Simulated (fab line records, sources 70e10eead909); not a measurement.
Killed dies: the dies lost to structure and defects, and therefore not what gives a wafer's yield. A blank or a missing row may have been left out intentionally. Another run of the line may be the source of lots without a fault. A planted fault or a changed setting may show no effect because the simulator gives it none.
Which of the tools did it?    flow nand_harc    11 lots with 33 wafers sampled at 4 steps, on a route of 1302 steps

WHAT THE GAUGES SHOWED, per wafer
NHARC_P_GATE_CD_MEAS_91: the cd target is 2000 nm.
lot   measured      on         cd_nm (nm)
L810  day 6 01:35   cd_sem-03  1997.3 1994.5 1997.6
L815  day 7 22:00   cd_sem-02  1999.9 2001.6 1996.6
L816  day 8 05:16   cd_sem-02  1996.0 2000.0 1996.0
L817  day 8 15:11   cd_sem-01  1997.4 1998.8 1997.5
L818  day 9 02:10   cd_sem-02  1999.7 1995.8 1999.0
L819  day 9 22:49   cd_sem-02  1997.6 1997.3 1998.7
L822  day 10 20:25  cd_sem-01  2000.3 1995.9 1997.3
L823  day 11 00:54  cd_sem-02  1999.7 1998.2 2002.2
L824  day 11 19:37  cd_sem-02  2067.3 2068.3 2070.6
L828  day 13 06:52  cd_sem-01  2068.6 2069.7 2068.5
L833  day 15 10:20  cd_sem-03  2069.4 2070.3 2067.7

WHAT TOOL EACH LOT RAN ON (gives the tool, then ch and the chambers of the sampled wafers, and finally the start)
lot   NHARC_P_GATE_ETCHBACK_37                       NHARC_P_GATE_STRIP_101              NHARC_P_GATE_EXPOSE_88
L810  rie_diel-05 ch 0,3, day 5 21:11 or earlier     rie_diel-05 ch 1,2,3, day 5 21:11   krf_scanner-02 ch 0, day 6 01:26
L815  rie_diel-10 ch 1,2, day 7 17:29 or earlier     rie_diel-10 ch 2,3, day 7 17:29     krf_scanner-03 ch 0, day 7 21:50
L816  rie_diel-10 ch 0,1,2, day 8 00:58 or earlier   rie_diel-10 ch 0,1,3, day 8 00:58   krf_scanner-03 ch 0, day 8 05:07
L817  rie_diel-09 ch 1,2, day 8 10:55 or earlier     rie_diel-09 ch 0,2,3, day 8 10:55   krf_scanner-02 ch 0, day 8 15:02
L818  rie_diel-09 ch 0,3, day 8 22:02 or earlier     rie_diel-09 ch 0,1,2, day 8 22:02   krf_scanner-04 ch 0, day 9 02:00
L819  rie_diel-10 ch 1,2,3, day 9 18:33 or earlier   rie_diel-10 ch 1,3, day 9 18:33     krf_scanner-04 ch 0, day 9 22:40
L822  rie_diel-09 ch 1,2,3, day 10 16:09 or earlier  rie_diel-09 ch 0,1,2, day 10 16:09  krf_scanner-04 ch 0, day 10 20:16
L823  rie_diel-10 ch 0,1,2, day 10 20:37 or earlier  rie_diel-10 ch 2,3, day 10 20:37    krf_scanner-04 ch 0, day 11 00:44
L824  rie_diel-09 ch 0,1,3, day 11 15:29 or earlier  rie_diel-09 ch 0,3, day 11 15:29    krf_scanner-04 ch 0, day 11 19:27
L828  rie_diel-05 ch 2,3, day 13 02:25 or earlier    rie_diel-05 ch 1,3, day 13 02:25    krf_scanner-04 ch 0, day 13 06:42
L833  rie_diel-09 ch 1,2, day 15 05:32 or earlier    rie_diel-09 ch 0,2, day 15 05:32    krf_scanner-04 ch 0, day 15 10:10
- NHARC_P_GATE_ETCHBACK_37: etches the open film in CHF3/O2, target depth 34.5 nm, time 17.2 s.
- NHARC_P_GATE_STRIP_101: strips in O2, time 20 s.
- NHARC_P_GATE_EXPOSE_88: exposes mask P HVN, target cd 2000 nm.

THE ANSWER, worked out from the rows above alone
Rule: what is usual is taken from the lots themselves. Put in order of their means at a reading, lots are off if they are a third of the lots or fewer, leave a main group of 4 or more, and stand apart from it by a gap of 3 or more times the standard deviation of the main group's means; of several such gaps the widest counts. Not used: any main group whose means are identical at the precision the tables above print for the reading. Also off: a lot with no number at a reading for which 4 or more lots have one. Where the step has rows for the other lots, those lots are counted as sound.
Off, at NHARC_P_GATE_CD_MEAS_91 on cd_nm: L824, L828, L833. The main group: mean 1998.1 nm, standard deviation 1.
If a tool, at a process step before that reading, ran all the lots that are off and no sound lot after the first of them, it fits. Gauges at NHARC_P_GATE_CD_MEAS_91: tried the same way as those tools. Because NHARC_P_GATE_ETCHBACK_37 lacks a start for some lots, the hours and order of its lots are taken from NHARC_P_GATE_STRIP_101. One fits: krf_scanner-04 at NHARC_P_GATE_EXPOSE_88. Its last sound lot is L823 (day 11 00:44), its first lot that is off L824 (day 11 19:27): a fault that began between those two fits.

WHAT THE SIMULATOR PUT IN
Process parameter drift: krf_scanner-04, from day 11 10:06 on, at NHARC_P_GATE_EXPOSE_88. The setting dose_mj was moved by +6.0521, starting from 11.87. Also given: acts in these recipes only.
Shown lots that were struck: L824, L828, L833. The rule given above showed the same thing.
